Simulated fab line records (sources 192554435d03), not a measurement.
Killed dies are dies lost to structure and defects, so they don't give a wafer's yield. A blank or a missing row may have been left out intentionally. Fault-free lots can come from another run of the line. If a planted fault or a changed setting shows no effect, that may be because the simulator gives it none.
fab line records	flow n5_finfet
record lots=6	wafers=18	last_day=17
route steps=1938 shown PASS1_DEP@1831 MIM_BOT@1832 MIM_TOP@1834 MIM_TOP_LITHO@1839 MIM_TOP_ETCH@1851
lots untouched by any fault: they come from a run of this same line in which no faults occurred
start_h: hours from the record's opening day to when the first of the lot's shown wafers began	wait_h: how many hours have passed since the lot's step before this one	" unchanged from the row above	L1.1+2: several wafers, shown together as one row	- no value, or no start given	* or withheld: withheld	< > ~ a bound
route shown NAME@n: a module of which the file shows steps, and the number in the route of the first	usual: average and standard deviation across the fault-free wafers	same: alike in all rows	chamber/n: place in a boat	sites: the reading at each site	_std_site: the values' standard deviation	_edge_site: outer sites' mean less inner sites'	radius_mm: for every site, how far away it sits from the centre of the wafer	mask NAME#n: copy n	behind: the last tool/chamber to shape the wafer	hold: cause of the lot's hold/its duration in hours/its outcome	device: transistor that didn't switch, given as n, p or np	end of line: the tests these same wafers got at the end of their route	step lacking rows: just its recipe	killed: dies lost to structure and defects at the first sort, not the wafer's yield	map: a wafer's dies, marking killed ones x, the rest . and places with no die _
set.NAME: the run value of the setting; set.NAME@STEP: its run value at that earlier step	model.NAME: the simulator's own value behind a step, which no gauge read
a table for each step, a row for each wafer; lots at some steps of the route
services: the hour from which a tool's chamber was out of use, counted from the record's first day as start_h (under 0 if before that day), plus the number of hours and why
## steps
# step N5_PASSIVATION_PECVD_00
# recipe material=SiO2	target_thk_a=2000	temp_c=400	precursor=SiH4/N2O	pressure_torr=2.7	rf_w=608	time_s=11.2
# usual heater_power_outer_w=361/51	heater_power_w=634/75	rf_fwd_power_W=599.7/2.4	showerhead_plenum_p_Torr=8.20/0.075	susceptor_temp_C=399.97/0.25	throttle_valve_pct=50.5/3
lot.wafer	tool	chamber	start_h	wait_h	heater_power_outer_w	heater_power_w	rf_fwd_power_W	showerhead_plenum_p_Torr	susceptor_temp_C	throttle_valve_pct
L983.1	pecvd-02	2	334.55	0.8	391	631	595.4	8.14	399.94	46.1
L983.2	"	0	"	"	382	638	603.6	8.09	400.02	51.0
L983.3	"	1	"	"	263	514	597.2	8.25	400.21	53.8
L984.1	pecvd-04	0	349.75	0.8	451	776	599.4	8.19	400.21	53.5
L984.3	"	1	"	"	404	746	601.7	8.32	399.79	51.2
L984.5	"	2	"	"	367	631	601.4	8.22	400.12	46.1
L987.4	pecvd-02	2	360.70	0.4	385	635	596.9	8.14	399.81	46.1
L987.5	"	0	"	"	319	559	600.8	8.10	400.35	50.5
L987.6	"	1	"	"	361	631	599.0	8.25	400.30	53.9
L991.2	pecvd-04	1	365.82	0.7	376	680	600.4	8.32	399.65	51.0
L991.4	"	0	"	"	453	786	601.1	8.16	399.69	53.6
L991.5	"	2	"	"	349	596	602.2	8.23	400.19	46.1
L995.1	pecvd-03	0	403.00	0.8	284	553	599.0	8.24	399.87	52.7
L995.3	"	0	"	"	292	578	600.0	8.24	399.56	53.0
L995.6	"	0	"	"	302	567	597.8	8.23	399.94	53.0
L997.1	pecvd-04	1	404.43	0.8	377	706	599.8	8.36	399.82	51.1
L997.4	"	2	"	"	356	624	598.3	8.21	399.48	46.2
L997.6	"	1	"	"	391	730	598.9	8.36	399.99	50.8
# step N5_MIM_BOT_DEGAS_01
# recipe ambient=vacuum	temp_c=300	time_s=60
# usual heater_power_w=444/31	susceptor_temp_C=300.02/0.2
lot.wafer	tool	chamber	start_h	wait_h	heater_power_w	susceptor_temp_C
L983.1	pvd_sputter-01	-	335.85	1.3	470	299.99
L983.2	"	-	"	"	434	300.08
L983.3	"	-	"	"	489	300.13
L984.1	pvd_sputter-02	-	354.67	4.9	426	300.30
L984.3	"	-	"	"	501	299.76
L984.5	"	-	"	"	476	299.54
L987.4	pvd_sputter-03	-	362.26	1.5	443	300.39
L987.5	"	-	"	"	465	299.76
L987.6	"	-	"	"	403	299.98
L991.2	pvd_sputter-02	-	366.60	0.8	485	299.81
L991.4	"	-	"	"	415	299.77
L991.5	"	-	"	"	411	299.58
L995.1	pvd_sputter-01	-	404.84	1.8	428	299.95
L995.3	"	-	"	"	463	300.54
L995.6	"	-	"	"	421	300.15
L997.1	pvd_sputter-03	-	405.14	0.7	412	299.98
L997.4	"	-	"	"	440	299.68
L997.6	"	-	"	"	409	300.13
# step N5_MIM_BOT_SPUTTER_00
# recipe material=TiN	target_thk_a=350	temp_c=200	power_w=3000	chamber_pressure_pa=0.49996	gas=Ar	reactive_partial_pa=0.37997	time_s=89.7
# step N5_MIM_TOP_ALD_00
# recipe material=Al2O3	target_thk_a=*	temp_c=withheld	ald_precursor_family=TMA	ald_co_reactant=O3	pulse_time_s=withheld	purge_time_s=3	co_reactant_purge_time_s=withheld	co_reactant_pulse_time_s=3	ald_cycles=withheld
# usual precursor_pulse_height_rel=1.000/0.02
lot.wafer	tool	chamber	start_h	wait_h	precursor_pulse_height_rel
L983.1	ald_hk-01	1	335.99	0.1	1.008
L983.2	"	2	"	"	0.995
L983.3	"	0	"	"	1.013
L984.1	ald_hk-02	0	354.81	0.1	1.015
L984.3	"	1	"	"	1.026
L984.5	"	1	"	"	1.028
L987.4	ald_hk-03	1	362.40	0.1	1.022
L987.5	"	1	"	"	0.962
L987.6	"	0	"	"	0.966
L991.2	ald_hk-02	3	366.74	0.1	0.997
L991.4	"	0	"	"	1.041
L991.5	"	0	"	"	0.992
L995.1	ald_hk-02	0	404.98	0.1	1.002
L995.3	"	1	"	"	1.010
L995.6	"	1	"	"	1.009
L997.1	ald_hk-03	3	405.28	0.1	1.005
L997.4	"	0	"	"	1.027
L997.6	"	3	"	"	0.994
# step N5_MIM_TOP_ALD_01
# recipe material=HfO2	target_thk_a=56	temp_c=withheld	ald_precursor_family=Hf-amide	ald_co_reactant=O3	pulse_time_s=1	purge_time_s=3	co_reactant_purge_time_s=2	co_reactant_pulse_time_s=3	ald_cycles=62
# usual precursor_pulse_height_rel=1.004/0.021
# same ald_cycles=62
lot.wafer	tool	chamber	start_h	wait_h	precursor_pulse_height_rel
L983.1	ald_hk-01	1	-	-	1.009
L983.2	"	2	"	"	0.975
L983.3	"	0	"	"	0.991
L984.1	ald_hk-02	0	-	-	0.986
L984.3	"	1	"	"	1.009
L984.5	"	1	"	"	1.032
L987.4	ald_hk-03	1	-	-	0.974
L987.5	"	1	"	"	0.983
L987.6	"	0	"	"	1.006
L991.2	ald_hk-02	3	-	-	1.006
L991.4	"	0	"	"	1.019
L991.5	"	0	"	"	1.047
L995.1	ald_hk-02	0	-	-	0.989
L995.3	"	1	"	"	0.973
L995.6	"	1	"	"	1.001
L997.1	ald_hk-03	3	-	-	1.009
L997.4	"	0	"	"	1.026
L997.6	"	3	"	"	1.021
# step N5_MIM_TOP_ALD_02
# recipe material=Al2O3	target_thk_a=*	temp_c=withheld	ald_precursor_family=TMA	ald_co_reactant=O3	pulse_time_s=withheld	purge_time_s=3	co_reactant_purge_time_s=withheld	co_reactant_pulse_time_s=3	ald_cycles=withheld
# usual precursor_pulse_height_rel=0.999/0.02
lot.wafer	tool	chamber	start_h	wait_h	precursor_pulse_height_rel
L983.1	ald_hk-01	1	-	-	1.016
L983.2	"	2	"	"	0.978
L983.3	"	0	"	"	1.002
L984.1	ald_hk-02	0	-	-	1.006
L984.3	"	1	"	"	0.947
L984.5	"	1	"	"	0.979
L987.4	ald_hk-03	1	-	-	0.963
L987.5	"	1	"	"	1.017
L987.6	"	0	"	"	1.009
L991.2	ald_hk-02	3	-	-	0.981
L991.4	"	0	"	"	1.009
L991.5	"	0	"	"	1.012
L995.1	ald_hk-02	0	-	-	0.998
L995.3	"	1	"	"	0.972
L995.6	"	1	"	"	0.995
L997.1	ald_hk-03	3	-	-	0.999
L997.4	"	0	"	"	1.004
L997.6	"	3	"	"	1.014
# step N5_MIM_TOP_DEGAS_04
# recipe ambient=vacuum	temp_c=300	time_s=60
# step N5_MIM_TOP_SPUTTER_03
# recipe material=TiN	target_thk_a=350	temp_c=200	power_w=3000	chamber_pressure_pa=0.49996	gas=Ar	reactive_partial_pa=0.37997	time_s=89.7
# step N5_MIM_TOP_LITHO_HMDS_01
# recipe time_s=60	temp_c=120
# step N5_MIM_TOP_LITHO_COAT_02
# recipe spin_rpm=*	resist_thk_nm=*
# step N5_MIM_TOP_LITHO_EBR_04
# recipe solvent=PGMEA	ebr_width_mm=1.5
# step N5_MIM_TOP_LITHO_SOFTBAKE_03
# recipe temp_c=100	time_s=90
# step N5_MIM_TOP_LITHO_EXPOSE_05
# recipe mask_id=MIM_TOP	na=0.55	source_shape=conventional	sigma_outer=0.8	polarization=unpolarized	target_cd_nm=2000	dose_mj=20.5
# same na=0.55
lot.wafer	tool	chamber	start_h	wait_h	mask
L983.1+2+3	krf_scanner-02	0	337.52	-	MIM_TOP#0
L984.1+3+5	krf_scanner-02	0	356.21	-	MIM_TOP#0
L987.4+5+6	krf_scanner-01	0	363.44	-	MIM_TOP#0
L991.2+4+5	krf_scanner-02	0	368.17	-	MIM_TOP#0
L995.1+3+6	krf_scanner-01	0	406.06	-	MIM_TOP#0
L997.1+4+6	krf_scanner-01	0	406.62	-	MIM_TOP#0
# step N5_MIM_TOP_LITHO_PEB_06
# recipe peb_temp_c=withheld	peb_time_s=*
# step N5_MIM_TOP_LITHO_DEVELOP_07
# recipe develop_time_s=60	rinse_liquid=diw	dry=air_spin	dev_temp_c=21
# step N5_MIM_TOP_LITHO_HARDBAKE_09
# recipe temp_c=130	time_s=120
# step N5_MIM_TOP_LITHO_CD_MEAS_08
# recipe target_cd_nm=2000	landing_energy_ev=500	detector=se_inlens
# usual cd_nm=2000.3/2
lot.wafer	tool	chamber	start_h	wait_h	cd_nm
L983.1	cd_sem-02	0	337.70	-	1999.3
L983.2	"	0	"	"	2000.2
L983.3	"	0	"	"	1997.5
L984.1	cd_sem-02	0	356.38	-	2000.1
L984.3	"	0	"	"	1971.1
L984.5	"	0	"	"	2000.0
L987.4	cd_sem-02	0	363.60	-	1995.3
L987.5	"	0	"	"	1998.0
L987.6	"	0	"	"	1997.4
L991.2	cd_sem-01	0	368.34	-	2001.2
L991.4	"	0	"	"	1970.3
L991.5	"	0	"	"	2001.1
L995.1	cd_sem-01	0	406.24	-	2001.6
L995.3	"	0	"	"	2002.8
L995.6	"	0	"	"	1998.6
L997.1	cd_sem-01	0	406.80	-	2000.8
L997.4	"	0	"	"	2001.9
L997.6	"	0	"	"	2002.5
# step N5_MIM_TOP_LITHO_OVL_MEAS_11
# recipe points_per_wafer=44
# usual MIM_TOP_OVL=-8/5.7
lot.wafer	tool	chamber	start_h	wait_h	MIM_TOP_OVL[nm]
L983.1	overlay-02	0	337.73	0.0	0
L983.2	"	0	"	"	0
L983.3	"	0	"	"	-3
L984.1	overlay-01	0	356.41	0.0	1
L984.3	"	0	"	"	-5
L984.5	"	0	"	"	-8
L987.4	overlay-01	0	363.63	0.0	-8
L987.5	"	0	"	"	-14
L987.6	"	0	"	"	-9
L991.2	overlay-02	0	368.37	0.0	-7
L991.4	"	0	"	"	-9
L991.5	"	0	"	"	-4
L995.1	overlay-01	0	406.27	0.0	-9
L995.3	"	0	"	"	-12
L995.6	"	0	"	"	-5
L997.1	overlay-02	0	406.83	0.0	-12
L997.4	"	0	"	"	-7
L997.6	"	0	"	"	-12
# step N5_MIM_TOP_LITHO_INSPECT_12
# recipe mode=adi	inspect_instrument=macro
# usual raw_defect_count=2.1/1.5
lot.wafer	tool	chamber	start_h	wait_h	raw_defect_count
L983.1	defect_inspect-01	-	337.75	0.0	3
L983.2	"	-	"	"	1
L983.3	"	-	"	"	3
L984.1	defect_inspect-01	-	356.44	0.0	2
L984.3	"	-	"	"	4
L984.5	"	-	"	"	2
L987.4	defect_inspect-02	-	363.66	0.0	1
L987.5	"	-	"	"	3
L987.6	"	-	"	"	2
L991.2	defect_inspect-02	-	368.40	0.0	1
L991.4	"	-	"	"	0
L991.5	"	-	"	"	1
L995.1	defect_inspect-01	-	406.29	0.0	4
L995.3	"	-	"	"	0
L995.6	"	-	"	"	1
L997.1	defect_inspect-02	-	406.85	0.0	1
L997.4	"	-	"	"	2
L997.6	"	-	"	"	2
# step N5_MIM_TOP_LITHO_DESCUM_10
# recipe chemistry=O2	time_s=7.9	source_power_w=50	bias_power_w=20	pressure_mtorr=20	rf_frequency_hz=2.712e+07	temp_c=40	o2_flow_sccm=225
# usual chamber_pressure_mTorr=19.998/0.018	drypump_motor_current_A=5.6/0.41	oes_product_au=0.82/0.065	rf_fwd_power_W=49.66/0.18	rf_vpp_V=243.4/1.4	showerhead_plenum_p_Torr=2.11/0.065	throttle_valve_pct=20.46/0.19
lot.wafer	tool	chamber	start_h	wait_h	chamber_pressure_mTorr	drypump_motor_current_A	oes_product_au	rf_fwd_power_W	rf_hours_counter_h	rf_vpp_V	showerhead_plenum_p_Torr	throttle_valve_pct	model.MIM_TOP_LITHO.cd_nm
L983.1	rie_diel-06	2	337.79	0.0	20.020	5.3	0.79	49.75	112	243.9	2.19	20.36	1999
L983.2	"	3	"	"	20.004	5.1	0.86	49.49	49	243.8	2.14	20.51	2000
L983.3	"	0	"	"	20.004	5.4	0.71	49.88	216	242.7	2.07	20.73	1998
L984.1	rie_diel-06	1	356.47	0.0	19.997	6.1	0.93	49.84	16	245.3	2.21	20.13	2000
L984.3	"	0	"	"	19.995	5.3	0.70	49.84	222	242.0	2.07	20.73	1972
L984.5	"	0	"	"	19.979	5.4	0.69	49.72	-	241.2	2.07	20.73	2000
L987.4	rie_diel-06	3	363.78	0.1	19.995	5.1	0.85	49.62	57	243.3	2.14	20.54	1995
L987.5	"	1	"	"	20.004	6.2	0.94	49.80	-	245.4	2.21	20.10	1998
L987.6	"	0	"	"	19.985	5.3	0.70	49.39	-	243.8	2.07	20.73	1998
L991.2	rie_diel-05	1	368.51	0.1	19.984	5.9	0.82	49.76	102	243.3	2.01	20.56	2001
L991.4	"	2	"	"	20.009	5.8	0.79	49.54	-	241.5	2.03	20.71	1970
L991.5	"	3	"	"	19.990	6.3	0.83	49.64	-	244.2	2.11	20.30	2001
L995.1	rie_diel-05	1	406.33	0.0	19.998	5.9	0.80	49.47	117	242.3	2.00	20.58	2001
L995.3	"	3	"	"	20.023	6.3	0.82	49.47	69	242.6	2.11	20.31	2003
L995.6	"	2	"	"	20.013	5.8	0.77	49.61	-	243.4	2.02	20.74	1999
L997.1	rie_diel-05	2	407.09	0.2	19.998	5.7	0.78	49.58	129	242.6	2.02	20.74	2001
L997.4	"	1	"	"	19.988	5.9	0.80	49.55	118	240.9	2.00	20.57	2002
L997.6	"	3	"	"	19.993	6.3	0.81	49.65	-	242.9	2.11	20.30	2003
# step N5_MIM_TOP_ETCH_ETCH_00
# recipe chemistry=Cl2/BCl3	target=TiN	target_depth_a=385	ion_energy_ev=150	pressure_mtorr=10	icp_w=1000	bias_w=126	Cl2_flow_sccm=53.25	bcl3_flow_sccm=21.75	Ar_flow_sccm=25
## services
tool	chamber	start_h	hours	kind
krf_scanner-01	-	311.61	1.3	pm
krf_scanner-01	0	314.37	-	calibration
pecvd-02	-	316.12	14.6	pm
krf_scanner-01	-	320.53	0.3	repair
krf_scanner-02	0	324.82	-	calibration
pecvd-04	-	326.25	2.8	pm
pecvd-04	2	329.76	6.5	repair
pecvd-02	-	340.21	4.0	repair
rie_diel-06	-	348.84	2.8	pm
rie_diel-05	0	350.53	25.4	repair
ald_hk-03	-	354.13	1.2	pm
krf_scanner-02	-	357.60	0.8	repair
pecvd-04	-	382.54	0.4	repair
pecvd-03	1	383.62	-	clean
pecvd-03	1	383.62	-	consumable_replace:showerhead
pecvd-03	1	383.62	29.0	scheduled_down
pecvd-03	1	383.62	29.0	vent_cycle
krf_scanner-01	-	383.87	0.8	repair
krf_scanner-02	-	384.22	2.8	repair
ald_hk-01	-	391.27	2.8	pm
pecvd-02	1	398.57	5.5	scheduled_down
rie_diel-05	0	403.52	2.4	repair
## key
first_sign step=N5_MIM_TOP_LITHO_CD_MEAS_08	reading=cd_nm	direction=down	sigmas=15	usual=2000.3	struck=1970.7
effect none on later readings
model_effect step=N5_MIM_TOP_LITHO_DESCUM_10	value=MIM_TOP_LITHO.cd_nm	without=2001	struck=1971
met_at N5_MIM_TOP_LITHO_EXPOSE_05
struck_wafers L984.3,L991.4
onset_between 337.52 356.21
fault kind=process_parameter_drift	tool=krf_scanner-02	chamber=-	onset_h=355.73	steps=N5_MIM_TOP_LITHO_EXPOSE_05	channel=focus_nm	offset=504	shape=step	end_h=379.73	scope=struck_wafers_only
